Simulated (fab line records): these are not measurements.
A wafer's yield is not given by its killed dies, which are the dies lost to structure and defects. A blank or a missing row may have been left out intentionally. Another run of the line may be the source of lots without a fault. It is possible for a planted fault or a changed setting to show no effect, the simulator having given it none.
fab line records    flow n5_finfet
[record] lots = 5  wafers = 15  last_day = 16
route steps=1938 shown STI_FIN_REVEAL@209 DUMMY_GATE@212 BEOL_M4@1111 PASSIVATION@1936
lots untouched by any fault: they come from a run of this same line in which no faults occurred
start_h: start of the lot's first displayed wafer, in hours after the record's first day    wait_h: hours since the lot's step before    " same as the row above    L1.1+2: a single row standing in for several wafers    - no value present, or no start provided    * or withheld: withheld    < > ~ a bound
route shown NAME@n: NAME is a module with steps in the file, n the number in the route of the first one    usual: mean/standard deviation taken from wafers without a fault    same: alike in all rows    chamber/n: place in a boat    sites: each site's reading    _std_site: how widely they spread, as a standard deviation    _edge_site: mean of outer sites minus mean of inner sites    radius_mm: how far each site lies from the wafer's centre    mask NAME#n: copy n    behind: the most recent tool/chamber to have shaped the wafer    hold: what put the lot on hold/how long, in hours/how the hold closed    device: whichever transistor did not switch (one of n, p or np)    end of line: tests run on the same wafers once the route is complete    for a step that has no rows: nothing shown but its recipe    killed: dies lost to structure and defects at the first sort, not the wafer's yield    map: per-die view of a wafer (x killed, . not killed, _ where there is no die)
set.NAME: the run value of the setting; set.NAME@STEP: its run value at that earlier step    model.NAME: the simulator's own value behind a step, which no gauge read
lots at selected steps of the route; one table per step, one row per wafer
services: a tool's chamber out of use, with start hour (start_h, from the record's first day; less than 0 if before it), hours out, and reason
[[steps]]
[step N5_STI_FIN_REVEAL_PRECLEAN_18]
[recipe] chemistry = SC2  time_s = 45  temp_c = 35  mix = 1:1:50
[step N5_STI_FIN_REVEAL_SRD_28]
[recipe] dry = ipa_marangoni  time_s = 30  temp_c = 23  rinse_liquid = diw
[step N5_DUMMY_GATE_PRECLEAN_00]
[recipe] chemistry = O3/DIW  time_s = 60  temp_c = 22  o3_ppm = 10
[step N5_DUMMY_GATE_SRD_01]
[recipe] time_s = 30  temp_c = 23  rinse_liquid = diw  dry = ipa_marangoni
[step N5_DUMMY_GATE_ALD_02]
[recipe] material = SiO2  target_thk_a = 20  temp_c = 300  ald_precursor_family = BDEAS  ald_co_reactant = O2-plasma  pulse_time_s = 1  pressure_torr = 2
[step N5_DUMMY_GATE_CVD_03]
[recipe] material = a-Si  target_thk_a = 1500  temp_c = 530  precursor = SiH4  time_s = 8042
[step N5_DUMMY_GATE_PRECLEAN_46]
[recipe] chemistry = DIW  time_s = 89.5  temp_c = 23
[step N5_DUMMY_GATE_SRD_47]
[recipe] dry_time_s = 32  dry = n2_spin  spin_rpm = 1500
[step N5_DUMMY_GATE_CMP_04]
[recipe] material = a-Si  post_cmp_clean = alkaline_brush
[step N5_DUMMY_GATE_HM_DEP_06]
[recipe] material = SiNx  target_thk_a = 800  precursor = DCS/NH3  temp_c = 700  pressure_mtorr = 300  time_s = 5141
[usual] pressure_mtorr = 299.8/0.47  spike_tc_bottom_C = 715.7/2.2  spike_tc_centre_C = 700.9/0.76  zone_power_top_pct = 22.8/1.6
lot.wafer  tool      chamber  start_h  wait_h  pressure_mtorr  spike_tc_bottom_C  spike_tc_centre_C  zone_power_top_pct
L672.2     lpcvd-02  0/45     90.81    0.0     300.8           714.0              701.6              22.6
L672.3     "         0/50     "        "       300.8           714.0              701.6              22.6
L672.5     "         0/59     "        "       300.8           714.0              701.6              22.6
L679.1     lpcvd-01  1/15     134.83   0.0     -               -                  -                  -
L679.2     "         1/20     "        "       -               -                  -                  -
L679.3     "         1/25     "        "       -               -                  -                  -
L680.1     lpcvd-02  1/90     140.92   0.0     -               -                  -                  -
L680.2     "         1/95     "        "       -               -                  -                  -
L680.4     "         1/104    "        "       -               -                  -                  -
L681.2     lpcvd-02  1/70     147.82   0.0     -               -                  -                  -
L681.3     "         1/75     "        "       -               -                  -                  -
L681.6     "         1/89     "        "       -               -                  -                  -
L682.2     lpcvd-02  0/45     153.02   0.0     299.6           713.7              701.7              22.7
L682.4     "         0/54     "        "       299.6           713.7              701.7              22.7
L682.5     "         0/59     "        "       299.6           713.7              701.7              22.7
[step N5_DUMMY_GATE_PECVD_30]
[recipe] material = SiO2  target_thk_a = 550  temp_c = 400  precursor = TEOS/O2  pressure_torr = 6.5  rf_w = withheld  teos_flow_sccm = withheld  gas = O2  flow_sccm = 2650  time_s = 10.8
[step N5_DUMMY_GATE_COAT_34]
[recipe] resist = SOC  temp_c = 250  time_s = 60  spin_rpm = 1500  resist_thk_nm = 60
[step N5_DUMMY_GATE_COAT_35]
[recipe] resist = SiARC  temp_c = 220  time_s = 60  spin_rpm = 1500  resist_thk_nm = 10
[step N5_DUMMY_GATE_COAT_28]
[recipe] resist = underlayer  temp_c = 205  time_s = 60  spin_rpm = 1500  resist_thk_nm = 10
[step N5_DUMMY_GATE_COAT_09]
[recipe] resist = CAR-EUV  spin_rpm = 1500  resist_thk_nm = 30
[step N5_DUMMY_GATE_EBR_11]
[recipe] solvent = PGMEA  ebr_width_mm = 1.5
[step N5_DUMMY_GATE_SOFTBAKE_10]
[recipe] temp_c = 110  time_s = 60  resist = CAR-EUV
[step N5_DUMMY_GATE_EXPOSE_12]
[recipe] mask_id = GATE  na = 0.33  source_shape = annular  sigma_inner = 0.2  sigma_outer = 0.6  polarization = unpolarized  target_cd_nm = 25  dose_mj = 34
[step N5_DUMMY_GATE_PEB_13]
[recipe] peb_temp_c = 100  peb_time_s = 60  resist = CAR-EUV
[step N5_DUMMY_GATE_DEVELOP_14]
[recipe] develop_time_s = 30  developer = TMAH  resist = CAR-EUV  rinse_liquid = surfactant_rinse  dry = air_spin  dev_temp_c = 23
[step N5_DUMMY_GATE_OVL_MEAS_16]
[recipe] points_per_wafer = 522
[usual] GATE_OVL = -0.2/0.58
lot.wafer  tool        chamber  start_h  wait_h  GATE_OVL[nm]
L672.2     overlay-02  0        95.12    0.0     -1.2
L672.3     "           0        "        "       -0.8
L672.5     "           0        "        "       -0.7
L679.1     overlay-01  0        141.23   0.0     -1.0
L679.2     "           0        "        "       0.1
L679.3     "           0        "        "       -4.9
L680.1     overlay-02  0        145.36   0.0     -7.1
L680.2     "           0        "        "       -0.3
L680.4     "           0        "        "       -5.4
L681.2     overlay-02  0        152.16   0.0     -5.4
L681.3     "           0        "        "       -2.9
L681.6     "           0        "        "       1.5
L682.2     overlay-02  0        157.45   0.0     0.5
L682.4     "           0        "        "       -0.6
L682.5     "           0        "        "       -0.1
[step N5_DUMMY_GATE_DESCUM_20]
[recipe] chemistry = O2  time_s = 6.2  source_power_w = 50  bias_power_w = 20  pressure_mtorr = 20  rf_frequency_hz = 2.712e+07  temp_c = 40  resist = CAR-EUV  o2_flow_sccm = 225
[step N5_DUMMY_GATE_ETCH_29]
[recipe] chemistry = N2/H2  target = underlayer  target_depth_a = 130  ion_energy_ev = 200  pressure_mtorr = 30  source_w = 840  bias_w = 150  n2_flow_sccm = 200  h2_flow_sccm = 200
[step N5_DUMMY_GATE_ETCH_36]
[recipe] chemistry = CF4  target = SiARC  target_depth_a = 130  pressure_mtorr = 40  source_w = 545  bias_w = 36  Ar_flow_sccm = 100  cf4_flow_sccm = 100  ion_energy_ev = 80
[step N5_DUMMY_GATE_ETCH_37]
[recipe] chemistry = N2/H2  target = SOC  target_depth_a = 600  overetch_a = 300  temp_c = 40  ion_energy_ev = 200  pressure_mtorr = 30  source_w = 840  bias_w = 150  n2_flow_sccm = 200  h2_flow_sccm = 200
[step N5_DUMMY_GATE_STRIP_38]
[recipe] chemistry = N2/H2  temp_c = 40  n2_flow_sccm = 200  h2_flow_sccm = 200  rf_frequency_hz = 6e+07
[step N5_DUMMY_GATE_STRIP_39]
[recipe] chemistry = N2/H2  temp_c = 40  n2_flow_sccm = 200  h2_flow_sccm = 200  rf_frequency_hz = 6e+07
[step N5_DUMMY_GATE_TRIM_49]
[recipe] chemistry = O2  resist = SOC  time_s = 29  target_cd_nm = 14  source_power_w = 300  bias_power_w = 0  O2_flow_sccm = 100  temp_c = 20
[step N5_DUMMY_GATE_STRIP_40]
[recipe] chemistry = CF4  resist = SiARC  power_w = 300  bias_power_w = 75  pressure_mtorr = 50  cf4_flow_sccm = 150  rf_frequency_hz = 6e+07
[step N5_DUMMY_GATE_ETCH_31]
[recipe] chemistry = C4F6/O2  target = SiO2  mask_material = SOC  target_depth_a = 825  time_s = 27.5  ion_energy_ev = 250  pressure_mtorr = 30  source_w = 345  bias_w = 185  Ar_flow_sccm = 300  C4F6_flow_sccm = 10  O2_flow_sccm = 10
[step N5_DUMMY_GATE_STRIP_41]
[recipe] chemistry = O2  power_w = 400  temp_c = 40  pressure_mtorr = 30  rf_frequency_hz = 6e+07  bias_power_w = 0  overash_fraction = 0.3  o2_flow_sccm = 225
[step N5_DUMMY_GATE_HM_OPEN_21]
[recipe] chemistry = CH3F/O2  target = SiNx  target_depth_a = 1200  Ar_flow_sccm = 150  CH3F_flow_sccm = 30  O2_flow_sccm = 23  time_s = 171.4  pressure_mtorr = 30  source_w = 395  bias_w = 73  ion_energy_ev = 120.7
[step N5_DUMMY_GATE_ETCH_32]
[recipe] chemistry = CF4  target = SiO2  target_depth_a = 35  time_s = 3.9  ion_energy_ev = 350  pressure_mtorr = 10  icp_w = 800  bias_w = 400  cf4_flow_sccm = 80
[step N5_DUMMY_GATE_ETCH_23]
[recipe] chemistry = HBr/Cl2/O2  HBr_flow_sccm = 150  Cl2_flow_sccm = 80  O2_flow_sccm = 12  bias_w = 102  target_depth_a = 410  time_s = 22.3  target = poly-Si  mask_material = SiO2  pressure_mtorr = 10  icp_w = 800
[step N5_DUMMY_GATE_ETCH_44]
[recipe] chemistry = HBr/O2  over_etch_frac = 0.7  target_depth_a = 1275  stop_on = SiO2  ion_energy_ev = 60  bias_w = 20  target = poly-Si  mask_material = SiO2  pressure_mtorr = 20  icp_w = 400  HBr_flow_sccm = 120  O2_flow_sccm = 10
[step N5_DUMMY_GATE_CD_MEAS_24]
[recipe] target_cd_nm = 15
[usual] cd_nm = 15.0/0.38
lot.wafer  tool       chamber  start_h  wait_h  cd_nm
L672.2     cd_sem-02  -        96.53    0.1     14.3
L672.3     "          -        "        "       15.2
L672.5     "          -        "        "       15.3
L679.1     cd_sem-01  -        142.61   0.1     -
L679.2     "          -        "        "       -
L679.3     "          -        "        "       -
L680.1     cd_sem-03  -        146.32   0.1     -
L680.2     "          -        "        "       -
L680.4     "          -        "        "       -
L681.2     cd_sem-01  -        153.39   0.1     -
L681.3     "          -        "        "       -
L681.6     "          -        "        "       -
L682.2     cd_sem-02  -        158.56   0.1     15.2
L682.4     "          -        "        "       14.4
L682.5     "          -        "        "       14.8
[step N5_DUMMY_GATE_INSPECT_27]
[recipe] inspect_instrument = brightfield  mode = aei
[usual] raw_defect_count = 293/72
lot.wafer  tool               chamber  start_h  wait_h  raw_defect_count
L672.2     defect_inspect-02  -        96.82    0.0     183
L672.3     "                  -        "        "       247
L672.5     "                  -        "        "       176
L679.1     defect_inspect-01  -        142.93   0.0     2799
L679.2     "                  -        "        "       2680
L679.3     "                  -        "        "       2724
L680.1     defect_inspect-01  -        146.61   0.0     2615
L680.2     "                  -        "        "       2632
L680.4     "                  -        "        "       2677
L681.2     defect_inspect-01  -        153.83   0.0     2708
L681.3     "                  -        "        "       2734
L681.6     "                  -        "        "       2806
L682.2     defect_inspect-01  -        158.85   0.0     285
L682.4     "                  -        "        "       255
L682.5     "                  -        "        "       350
[step N5_BEOL_M4_RC_MEAS_101]
[usual] DIBL_N = 36.1/1.5  DIBL_P = 36.1/1.9  IOFF_N = 0.159/0.029  IOFF_P = 0.21/0.038  ION_N = 675/11  ION_P = 464/8.1  SS_N = 71.5/0.57  SS_P = 73.3/0.64  VT_N = 249/3.1  VT_P = -250/3.8
lot.wafer  tool       chamber  start_h  wait_h  DIBL_N[mV/V]  DIBL_P[mV/V]  IOFF_N[nA/um]  IOFF_P[nA/um]  ION_N[uA/um]  ION_P[uA/um]  SS_N[mV/dec]  SS_P[mV/dec]  VT_N[mV]  VT_P[mV]
L672.2     prober-02  0        219.24   0.2     35.0          34.7          0.118          0.18           663           461           71.4          72.0          255       -255
L672.3     "          0        "        "       35.2          35.0          0.128          0.19           659           454           71.9          72.3          252       -250
L672.5     "          0        "        "       34.5          34.3          0.118          0.18           666           462           71.0          72.7          254       -254
L682.2     prober-01  0        274.21   0.2     34.7          36.8          0.152          0.21           679           465           71.5          73.2          249       -249
L682.4     "          0        "        "       37.4          40.7          0.218          0.29           696           479           72.7          74.3          245       -247
L682.5     "          0        "        "       35.5          37.2          0.162          0.22           684           468           71.3          72.6          248       -247
[step N5_PASSIVATION_PROBE_49]
[usual] defect_limited_yield = 91.5/1.6  killed_at_M0_to_M3 = 33/10  killed_at_M4_up = 13/5.6  killed_at_contacts = 13/6  killed_at_front_end = 39/12  killed_at_other = 3.0/2.8  killed_dies = 101/19  killed_on_rim = 13/4  killed_open = 65/13  killed_short = 32/8.3  sort_bin_5_function = 5.0/1  sort_bin_6_memory = 3.1/0.69  sort_n_pass = 1079/19  sort_yield_pct = 91.5/1.6
[same] gross_dies = 1180  killed_at_back_side = 0  sort_bin_4_leakage[%] = 0  sort_bin_8_speed[%] = 0
lot.wafer  tool       chamber  start_h  wait_h  defect_limited_yield[%]  killed_at_M0_to_M3  killed_at_M4_up  killed_at_contacts  killed_at_front_end  killed_at_other  killed_dies  killed_on_rim  killed_open  killed_short  sort_bin_5_function[%]  sort_bin_6_memory[%]  sort_n_pass  sort_yield_pct[%]
L672.2     prober-02  -        315.76   0.1     91.4                     23                  8                25                  41                   4                101          10             75           26            5.1                     3.2                   1079         91.4
L672.3     prober-02  -        315.81   0.1     91.8                     37                  7                23                  30                   0                97           15             68           29            4.3                     3.6                   1083         91.8
L672.5     prober-02  -        315.91   0.2     90.8                     29                  5                12                  58                   4                108          10             69           36            5.7                     3.2                   1072         90.8
L679.1     prober-02  -        360.01   0.0     0                        4                   4                1                   1167                 4                1180         152            18           6             75.1                    3.1                   0            0
L679.2     prober-02  -        360.06   0.1     0                        6                   1                5                   1168                 0                1180         152            15           6             73.5                    1.9                   0            0
L679.3     prober-02  -        360.11   0.1     0                        6                   1                2                   1169                 2                1180         152            13           8             73.9                    2.5                   0            0
L680.1     prober-02  -        363.83   0.0     0                        4                   4                1                   1171                 0                1180         152            19           6             72.4                    3.1                   0            0
L680.2     prober-02  -        363.88   0.1     0                        13                  1                3                   1163                 0                1180         152            13           11            72.8                    2.6                   0            0
L680.4     prober-02  -        363.98   0.2     0                        17                  5                1                   1157                 0                1180         152            19           10            75.7                    2.9                   0            0
L682.2     prober-01  -        376.94   0.1     94.9                     26                  16               7                   11                   0                60           8              44           15            2.8                     2.2                   1120         94.9
L682.4     prober-01  -        377.04   0.2     94.6                     12                  11               10                  30                   1                64           9              35           24            2.6                     2.1                   1116         94.6
L682.5     prober-01  -        377.09   0.2     93.6                     38                  9                7                   21                   0                75           9              47           25            3.9                     2.2                   1105         93.6
L681.2     prober-02  -        389.54   0.1     0                        4                   2                1                   1173                 0                1180         152            7            7             71.9                    2.5                   0            0
L681.3     prober-02  -        389.59   0.1     0                        7                   2                1                   1170                 0                1180         152            6            9             73.0                    3.6                   0            0
L681.6     prober-02  -        389.74   0.3     0                        8                   1                2                   1169                 0                1180         152            12           6             73.2                    3.1                   0            0
// killed by level:class
L672.2 MOL_CONTACT_COAG:geometric_particle:open=20 STI_FIN_REVEAL:geometric_particle:open=9 FIN_SAQP:geometric_particle:open=8 BEOL_M1:geometric_particle:open=6 BEOL_M3:geometric_particle:open=6 MOL_CONTACT_COAG:geometric_particle:short=5 STARTING-WAFER:geometric_particle:short=5 BEOL_M0_SAQP:geometric_particle:open=4
L672.3 MOL_CONTACT_COAG:geometric_particle:open=20 STI_FIN_REVEAL:geometric_particle:open=11 BEOL_M1:geometric_particle:open=9 BEOL_M0_SAQP:geometric_particle:short=8 BEOL_M0_SAQP:geometric_particle:open=6 BEOL_M3:geometric_particle:open=5 STARTING-WAFER:geometric_particle:open=5 STARTING-WAFER:geometric_particle:short=4
L672.5 STI_FIN_REVEAL:geometric_particle:open=20 BEOL_M0_SAQP:geometric_particle:open=14 FIN_SAQP:geometric_particle:open=9 STI_FIN_REVEAL:geometric_particle:short=9 MOL_CONTACT_COAG:geometric_particle:open=8 ILD0:geometric_particle:short=6 BEOL_M3:geometric_particle:open=5 MOL_CONTACT_COAG:geometric_particle:short=4
L679.1 DUMMY_GATE:lost_pattern=1152 STI_FIN_REVEAL:geometric_particle:open=4 DUMMY_GATE:area_dep=4 DUMMY_GATE:geometric_particle:open=3 DUMMY_GATE:geometric_particle:short=2 BEOL_M2:geometric_particle:open=2 BEOL_M4:geometric_particle:open=2 MOL_CONTACT_COAG:geometric_particle:open=1
L679.2 DUMMY_GATE:lost_pattern=1155 DUMMY_GATE:geometric_particle:open=4 DUMMY_GATE:area_dep=4 MOL_CONTACT_COAG:geometric_particle:open=3 MOL_CONTACT_COAG:geometric_particle:short=2 BEOL_M0_SAQP:geometric_particle:open=2 BEOL_M2:geometric_particle:open=2 FIN_SAQP:geometric_particle:short=1
L679.3 DUMMY_GATE:lost_pattern=1154 DUMMY_GATE:area_dep=5 DUMMY_GATE:geometric_particle:open=3 FIN_SAQP:geometric_particle:open=2 MOL_CONTACT_COAG:geometric_particle:open=2 BEOL_M0_SAQP:geometric_particle:short=2 STARTING-WAFER:geometric_particle:short=2 FIN_SAQP:geometric_particle:short=1
L680.1 DUMMY_GATE:lost_pattern=1152 FIN_SAQP:geometric_particle:open=4 DUMMY_GATE:geometric_particle:open=3 DUMMY_GATE:area_dep=3 FIN_SAQP:geometric_particle:short=2 STI_FIN_REVEAL:geometric_particle:open=2 GATE_CUT:geometric_particle:open=2 GATE_CUT:geometric_particle:short=2
L680.2 DUMMY_GATE:lost_pattern=1150 DUMMY_GATE:area_dep=6 BEOL_M1:geometric_particle:short=4 BEOL_M2:geometric_particle:open=4 STARTING-WAFER:geometric_particle:short=3 MOL_CONTACT_COAG:geometric_particle:open=2 BEOL_M3:geometric_particle:open=2 STI_FIN_REVEAL:geometric_particle:open=1
L680.4 DUMMY_GATE:lost_pattern=1149 BEOL_M0_SAQP:geometric_particle:short=6 BEOL_M0_SAQP:geometric_particle:open=3 BEOL_M2:geometric_particle:open=3 BEOL_M6:geometric_particle:open=3 STI_FIN_REVEAL:geometric_particle:open=2 GATE_CUT:geometric_particle:short=2 BEOL_M1:geometric_particle:open=2
L682.2 BEOL_M2:geometric_particle:open=9 MOL_CONTACT_COAG:geometric_particle:open=6 BEOL_M3:geometric_particle:open=6 BEOL_M4:geometric_particle:open=6 FIN_SAQP:geometric_particle:short=3 BEOL_M0_SAQP:geometric_particle:open=3 DUMMY_GATE:geometric_particle:open=2 GATE_CUT:geometric_particle:short=2
L682.4 MOL_CONTACT_COAG:geometric_particle:open=7 FIN_SAQP:geometric_particle:short=5 DUMMY_GATE:geometric_particle:open=4 GATE_CUT:geometric_particle:short=4 STARTING-WAFER:geometric_particle:open=4 FIN_SAQP:geometric_particle:open=3 STI_FIN_REVEAL:geometric_particle:open=3 MOL_CONTACT_COAG:geometric_particle:short=3
L682.5 BEOL_M3:geometric_particle:open=9 BEOL_M0_SAQP:geometric_particle:short=8 BEOL_M2:geometric_particle:open=7 MOL_CONTACT_COAG:geometric_particle:open=6 BEOL_M0_SAQP:geometric_particle:open=6 FIN_SAQP:geometric_particle:short=5 STI_FIN_REVEAL:geometric_particle:open=3 ILD0:geometric_particle:short=3
L681.2 DUMMY_GATE:lost_pattern=1165 BEOL_M0_SAQP:geometric_particle:short=3 FIN_SAQP:geometric_particle:short=1 FIN_SAQP:geometric_particle:open=1 FIN_CUT:geometric_particle:open=1 STI_FIN_REVEAL:geometric_particle:open=1 STI_FIN_REVEAL:geometric_particle:short=1 GATE_CUT:geometric_particle:short=1
L681.3 DUMMY_GATE:lost_pattern=1161 BEOL_M0_SAQP:geometric_particle:short=4 DUMMY_GATE:area_dep=4 FIN_SAQP:geometric_particle:short=2 DUMMY_GATE:geometric_particle:short=1 GATE_CUT:geometric_particle:open=1 MOL_CONTACT_COAG:geometric_particle:open=1 BEOL_M0_SAQP:geometric_particle:open=1
L681.6 DUMMY_GATE:lost_pattern=1156 DUMMY_GATE:area_dep=6 STI_FIN_REVEAL:geometric_particle:open=2 MOL_CONTACT_COAG:geometric_particle:short=2 BEOL_M0_SAQP:geometric_particle:open=2 BEOL_M3:geometric_particle:open=2 FIN_SAQP:geometric_particle:open=1 STI_FIN_REVEAL:geometric_particle:short=1
// map L679.1 (x killed, . not)
_________________xxxxxxxxxxxx________________
______________xxxxxxxxxxxxxxxxxx_____________
___________xxxxxxxxxxxxxxxxxxxxxxxx__________
__________xxxxxxxxxxxxxxxxxxxxxxxxxx_________
________xxxxxxxxxxxxxxxxxxxxxxxxxxxxxx_______
_______xxxxxxxxxxxxxxxxxxxxxxxxxxxxxxxx______
______xxxxxxxxxxxxxxxxxxxxxxxxxxxxxxxxxx_____
_____xxxxxxxxxxxxxxxxxxxxxxxxxxxxxxxxxxxx____
____xxxxxxxxxxxxxxxxxxxxxxxxxxxxxxxxxxxxxx___
___xxxxxxxxxxxxxxxxxxxxxxxxxxxxxxxxxxxxxxxx__
___xxxxxxxxxxxxxxxxxxxxxxxxxxxxxxxxxxxxxxxx__
__xxxxxxxxxxxxxxxxxxxxxxxxxxxxxxxxxxxxxxxxxx_
__xxxxxxxxxxxxxxxxxxxxxxxxxxxxxxxxxxxxxxxxxx_
_xxxxxxxxxxxxxxxxxxxxxxxxxxxxxxxxxxxxxxxxxxxx
_xxxxxxxxxxxxxxxxxxxxxxxxxxxxxxxxxxxxxxxxxxxx
_xxxxxxxxxxxxxxxxxxxxxxxxxxxxxxxxxxxxxxxxxxxx
_xxxxxxxxxxxxxxxxxxxxxxxxxxxxxxxxxxxxxxxxxxxx
_xxxxxxxxxxxxxxxxxxxxxxxxxxxxxxxxxxxxxxxxxxxx
_xxxxxxxxxxxxxxxxxxxxxxxxxxxxxxxxxxxxxxxxxxxx
_xxxxxxxxxxxxxxxxxxxxxxxxxxxxxxxxxxxxxxxxxxxx
_xxxxxxxxxxxxxxxxxxxxxxxxxxxxxxxxxxxxxxxxxxxx
__xxxxxxxxxxxxxxxxxxxxxxxxxxxxxxxxxxxxxxxxxx_
__xxxxxxxxxxxxxxxxxxxxxxxxxxxxxxxxxxxxxxxxxx_
___xxxxxxxxxxxxxxxxxxxxxxxxxxxxxxxxxxxxxxxx__
___xxxxxxxxxxxxxxxxxxxxxxxxxxxxxxxxxxxxxxxx__
____xxxxxxxxxxxxxxxxxxxxxxxxxxxxxxxxxxxxxx___
_____xxxxxxxxxxxxxxxxxxxxxxxxxxxxxxxxxxxx____
______xxxxxxxxxxxxxxxxxxxxxxxxxxxxxxxxxx_____
_______xxxxxxxxxxxxxxxxxxxxxxxxxxxxxxxx______
________xxxxxxxxxxxxxxxxxxxxxxxxxxxxxx_______
__________xxxxxxxxxxxxxxxxxxxxxxxxxx_________
___________xxxxxxxxxxxxxxxxxxxxxxxx__________
______________xxxxxxxxxxxxxxxxxx_____________
_________________xxxxxxxxxxxx________________
// map L680.1 (x killed, . not)
_________________xxxxxxxxxxxx________________
______________xxxxxxxxxxxxxxxxxx_____________
___________xxxxxxxxxxxxxxxxxxxxxxxx__________
__________xxxxxxxxxxxxxxxxxxxxxxxxxx_________
________xxxxxxxxxxxxxxxxxxxxxxxxxxxxxx_______
_______xxxxxxxxxxxxxxxxxxxxxxxxxxxxxxxx______
______xxxxxxxxxxxxxxxxxxxxxxxxxxxxxxxxxx_____
_____xxxxxxxxxxxxxxxxxxxxxxxxxxxxxxxxxxxx____
____xxxxxxxxxxxxxxxxxxxxxxxxxxxxxxxxxxxxxx___
___xxxxxxxxxxxxxxxxxxxxxxxxxxxxxxxxxxxxxxxx__
___xxxxxxxxxxxxxxxxxxxxxxxxxxxxxxxxxxxxxxxx__
__xxxxxxxxxxxxxxxxxxxxxxxxxxxxxxxxxxxxxxxxxx_
__xxxxxxxxxxxxxxxxxxxxxxxxxxxxxxxxxxxxxxxxxx_
_xxxxxxxxxxxxxxxxxxxxxxxxxxxxxxxxxxxxxxxxxxxx
_xxxxxxxxxxxxxxxxxxxxxxxxxxxxxxxxxxxxxxxxxxxx
_xxxxxxxxxxxxxxxxxxxxxxxxxxxxxxxxxxxxxxxxxxxx
_xxxxxxxxxxxxxxxxxxxxxxxxxxxxxxxxxxxxxxxxxxxx
_xxxxxxxxxxxxxxxxxxxxxxxxxxxxxxxxxxxxxxxxxxxx
_xxxxxxxxxxxxxxxxxxxxxxxxxxxxxxxxxxxxxxxxxxxx
_xxxxxxxxxxxxxxxxxxxxxxxxxxxxxxxxxxxxxxxxxxxx
_xxxxxxxxxxxxxxxxxxxxxxxxxxxxxxxxxxxxxxxxxxxx
__xxxxxxxxxxxxxxxxxxxxxxxxxxxxxxxxxxxxxxxxxx_
__xxxxxxxxxxxxxxxxxxxxxxxxxxxxxxxxxxxxxxxxxx_
___xxxxxxxxxxxxxxxxxxxxxxxxxxxxxxxxxxxxxxxx__
___xxxxxxxxxxxxxxxxxxxxxxxxxxxxxxxxxxxxxxxx__
____xxxxxxxxxxxxxxxxxxxxxxxxxxxxxxxxxxxxxx___
_____xxxxxxxxxxxxxxxxxxxxxxxxxxxxxxxxxxxx____
______xxxxxxxxxxxxxxxxxxxxxxxxxxxxxxxxxx_____
_______xxxxxxxxxxxxxxxxxxxxxxxxxxxxxxxx______
________xxxxxxxxxxxxxxxxxxxxxxxxxxxxxx_______
__________xxxxxxxxxxxxxxxxxxxxxxxxxx_________
___________xxxxxxxxxxxxxxxxxxxxxxxx__________
______________xxxxxxxxxxxxxxxxxx_____________
_________________xxxxxxxxxxxx________________
[[services]]
tool      chamber  start_h  hours  kind
lpcvd-01  -        116.25   6.1    pm
[[key]]
[first_sign] step = N5_DUMMY_GATE_HM_DEP_06  reading = tool_record  direction = missing
[effect] step = N5_DUMMY_GATE_OVL_MEAS_16  reading = GATE_OVL  direction = down  sigmas = 4.6  usual = -0.2  struck = -2.8  wafers_moved = 6
[effect] step = N5_DUMMY_GATE_CD_MEAS_24  reading = cd_nm  direction = missing
[effect] step = N5_DUMMY_GATE_INSPECT_27  reading = raw_defect_count  direction = up  sigmas = 33  usual = 293  struck = 2708
[effect] step = N5_PASSIVATION_PROBE_49  reading = killed_at_front_end  direction = up  sigmas = 97  usual = 39  struck = 1167
met_at N5_DUMMY_GATE_HM_DEP_06
struck_wafers L679.1,L679.2,L679.3,L680.1,L680.2,L680.4,L681.2,L681.3,L681.6
later_rows_left_out L679.1,L679.2,L679.3,L680.1,L680.2,L680.4,L681.2,L681.3,L681.6
onset_between 90.81 134.83
[fault] kind = skipped_step_whole  tool = lpcvd-01,lpcvd-02  chamber = -  onset_h = 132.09  steps = N5_DUMMY_GATE_HM_DEP_06  scope = struck_lots_only
// later_rows_left_out: the simulator's readings of these wafers behind a module that went badly wrong aren't trusted and aren't shown, but for the sort
